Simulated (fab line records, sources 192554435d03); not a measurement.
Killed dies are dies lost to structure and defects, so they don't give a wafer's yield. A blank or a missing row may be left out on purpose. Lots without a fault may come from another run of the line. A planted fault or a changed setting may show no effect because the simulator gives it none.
Split-lot experiment | flow n5_finfet | 7 lots, 21 wafers read, on a route of 1938 steps

THE SPLIT
At N5_SD_EPI_N_EPI_21 (deposits Si:P, time 690 s), the setting time_s was moved away from the recipe's 690 s on 7 of the 21 wafers read, by -17.6% to +15.1%. The other wafers ran this setting at the recipe's value.

FROM THE SPLIT TO THE READING: what the file shows between them, 9 steps
- N5_SD_EPI_N_EPI_MEAS_23
- N5_SD_EPI_N_PRECLEAN_24: cleans in O3/DIW, time 60 s
- N5_SD_EPI_N_SRD_25: time 30 s
- N5_SD_EPI_P_EPI_21: deposits SiGe:B, time 355 s
- N5_SD_EPI_P_HM_STRIP_48: strips SiNx in H3PO4, material SiNx, target depth 3 nm
- N5_SD_EPI_P_SRD_49: time 30 s
- N5_SD_EPI_P_PRECLEAN_24: cleans in O3/DIW, time 45 s
- N5_SD_ACTIVATION_RTA_00: time 0 s
- N5_SD_ACTIVATION_LSA_01: time 0.0008 s

THE READING
RS_SD_N, in ohm/sq, at N5_SD_ACTIVATION_RS_MEAS_03 (measures by four-point-probe). Fault-free wafers of this fab line usually give 21.95 ohm/sq, standard deviation 0.28 ohm/sq.

wafer  | tool, chamber at the split | time_s as run, s | against the recipe | RS_SD_N, ohm/sq | against lot-mates on the recipe
L075.2 | epi_rpcvd-03, 0            | 652.5            | -5.4%              | 22.21           | no lot-mate on the recipe
L075.5 | epi_rpcvd-03, 0            | 652.5            | -5.4%              | 22.56           | no lot-mate on the recipe
L075.6 | epi_rpcvd-03, 0            | 652.5            | -5.4%              | 22.96           | no lot-mate on the recipe
L080.1 | epi_rpcvd-01, 0            | 690              | recipe             | 21.70           | -
L080.2 | epi_rpcvd-01, 0            | 690              | recipe             | 21.51           | -
L080.3 | epi_rpcvd-01, 0            | 690              | recipe             | 21.98           | -
L083.1 | epi_rpcvd-01, 0            | 568.8            | -17.6%             | 25.14           | +3.15
L083.4 | epi_rpcvd-01, 0            | 690              | recipe             | 21.98           | -
L083.6 | epi_rpcvd-01, 0            | 690              | recipe             | 22.00           | -
L086.2 | epi_rpcvd-03, 0            | 794              | +15.1%             | 20.02           | -1.77
L086.3 | epi_rpcvd-03, 0            | 690              | recipe             | 21.79           | -
L086.4 | epi_rpcvd-03, 0            | 794              | +15.1%             | 20.28           | -1.51
L087.2 | epi_rpcvd-02, 0            | 690              | recipe             | 21.72           | -
L087.3 | epi_rpcvd-02, 0            | 690              | recipe             | 21.67           | -
L087.4 | epi_rpcvd-02, 0            | 690              | recipe             | 21.50           | -
L088.1 | epi_rpcvd-03, 0            | 653.6            | -5.3%              | 22.67           | +0.54
L088.4 | epi_rpcvd-03, 0            | 690              | recipe             | 21.91           | -
L088.5 | epi_rpcvd-03, 0            | 690              | recipe             | 22.36           | -
L096.2 | epi_rpcvd-01, 0            | 690              | recipe             | 21.97           | -
L096.4 | epi_rpcvd-01, 0            | 690              | recipe             | 22.40           | -
L096.6 | epi_rpcvd-01, 0            | 690              | recipe             | 22.01           | -

THE FIT
A straight line over all 21 wafers: RS_SD_N changes by -0.141 ohm/sq for each +1% of time_s; r = -0.95; the points scatter about the line by 0.33 ohm/sq.
The same after taking each lot's own level away (the mean of its wafers on the recipe; 18 wafers): -0.137 ohm/sq for each +1%; r = -0.96; scatter 0.28 ohm/sq.
On that fit, the largest move of time_s shifts the reading by 2.4 ohm/sq.
The lots' own levels span 21.630 to 22.135 ohm/sq, that is 1.8 times the standard deviation above.
So the lot-to-lot level changes the slope little: the two slopes agree.
Check: with one of the wafers moved furthest among these (-17.6%) left out of the fit, the line predicts +1.9 ohm/sq for it against its lot-mates. It came out at +3.15 ohm/sq against them.

OTHER SPLITS ON THESE WAFERS
These wafers also went through other splits before the reading. Each is held against what the fit with the lots' levels taken away leaves over:
other split on the same wafers        | wafers away from the commonest value | r with RS_SD_N (lot level and that fit taken away)
N5_ZERO_LAYER_PECVD_02 time_s         | 4                                    | -0.17
N5_ZERO_LAYER_COAT_05 spin_rpm        | 2                                    | +0.06
N5_WELL_APT_COAT_02 spin_rpm          | 8                                    | -0.36
N5_FIN_SAQP_PECVD_47 time_s           | 9                                    | +0.10
N5_FIN_SAQP_DEVELOP_15 develop_time_s | 8                                    | +0.00
N5_DUMMY_GATE_COAT_35 spin_rpm        | 7                                    | -0.37
N5_DUMMY_GATE_COAT_28 spin_rpm        | 9                                    | +0.00
N5_SD_EPI_N_ETCH_16 target_depth_a    | 8                                    | -0.28

THE WHOLE CHAIN: every reading that the file lists as answering this split, in the file's order
step                        | what it does                                           | reading                                                                         | change (the file's fit)               | r (the file's)
N5_SD_EPI_N_EPI_21          | deposits Si:P, time 690 s                              | Si-P_of_SD_EPI_N_EPI_21.thk_nm (the simulator's own value, which no gauge read) | +0.385 nm for each +1% of the setting | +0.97
N5_SD_EPI_N_EPI_MEAS_23     |                                                        | thk_nm                                                                          | withheld for each +1% of the setting  | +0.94
N5_SD_EPI_P_HM_STRIP_48     | strips SiNx in H3PO4, material SiNx, target depth 3 nm | Si-P_of_SD_EPI_N_EPI_21.thk_nm (the simulator's own value, which no gauge read) | +0.376 nm for each +1% of the setting | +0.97
N5_SD_ACTIVATION_RS_MEAS_03 | measures by four-point-probe                           | RS_SD_N                                                                         | -0.147 for each +1% of the setting    | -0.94

THE FILE'S OWN FIT
RS_SD_N changes by -0.147 ohm/sq for each +1% of time_s, r = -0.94.
